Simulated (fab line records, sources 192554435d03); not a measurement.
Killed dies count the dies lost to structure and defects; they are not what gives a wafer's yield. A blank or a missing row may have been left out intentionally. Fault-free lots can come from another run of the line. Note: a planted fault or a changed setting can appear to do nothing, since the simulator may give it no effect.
Matching of chambers / flow n5-finfet / N5_BEOL_M6_DESCUM_33 on rie-diel-02 has 4 sister chambers
The step chemistry O2, time 7 s. 4 wafers are shown with their chamber, then 8 later ones without.

## WAFERS, EACH WITH ITS CHAMBER
wafer=L082.5; chamber=3; throttle-valve-pct (%)=20.60
wafer=L088.1; chamber=1; throttle-valve-pct (%)=19.97
wafer=L088.4; chamber=0; throttle-valve-pct (%)=20.46
wafer=L092.1; chamber=2; throttle-valve-pct (%)=20.50

## WAFERS WITHOUT THEIR CHAMBER
wafer=L092.2; throttle-valve-pct (%)=20.46
wafer=L092.3; throttle-valve-pct (%)=19.99
wafer=L096.2; throttle-valve-pct (%)=20.46
wafer=L096.4; throttle-valve-pct (%)=20.54
wafer=L096.6; throttle-valve-pct (%)=20.53
wafer=L097.3; throttle-valve-pct (%)=20.47
wafer=L097.5; throttle-valve-pct (%)=19.98
wafer=L097.6; throttle-valve-pct (%)=20.47

## THE CHAMBER EACH PASSED THROUGH
wafer=L092.2; from the rows above=can't be placed: 0 or 2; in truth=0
wafer=L092.3; from the rows above=1; in truth=1
wafer=L096.2; from the rows above=can't be placed: 0 or 2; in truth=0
wafer=L096.4; from the rows above=can't be placed: 2 or 3 or 0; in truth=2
wafer=L096.6; from the rows above=can't be placed: 2 or 0 or 3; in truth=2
wafer=L097.3; from the rows above=can't be placed: 0 or 2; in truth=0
wafer=L097.5; from the rows above=1; in truth=1
wafer=L097.6; from the rows above=can't be placed: 0 or 2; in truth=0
Placed correctly: 2 of 8. These rows do not allow placing 6 (true chamber among the candidates in 6). Number placed wrongly: 0.
How it was worked out, from the rows above alone: a wafer's distance from a chamber is the root of the sum, over the readings, of the square of ((its reading less the chamber's mean) divided by the reading's scatter). The wafer belongs to the nearest chamber; if the next one is less than 2 further off, it can't be placed. Each chamber's mean is taken over the wafers shown for it. The scatter: with one shown wafer a chamber, the root of the mean of the squares of how far each hidden wafer lies from its nearest shown one.
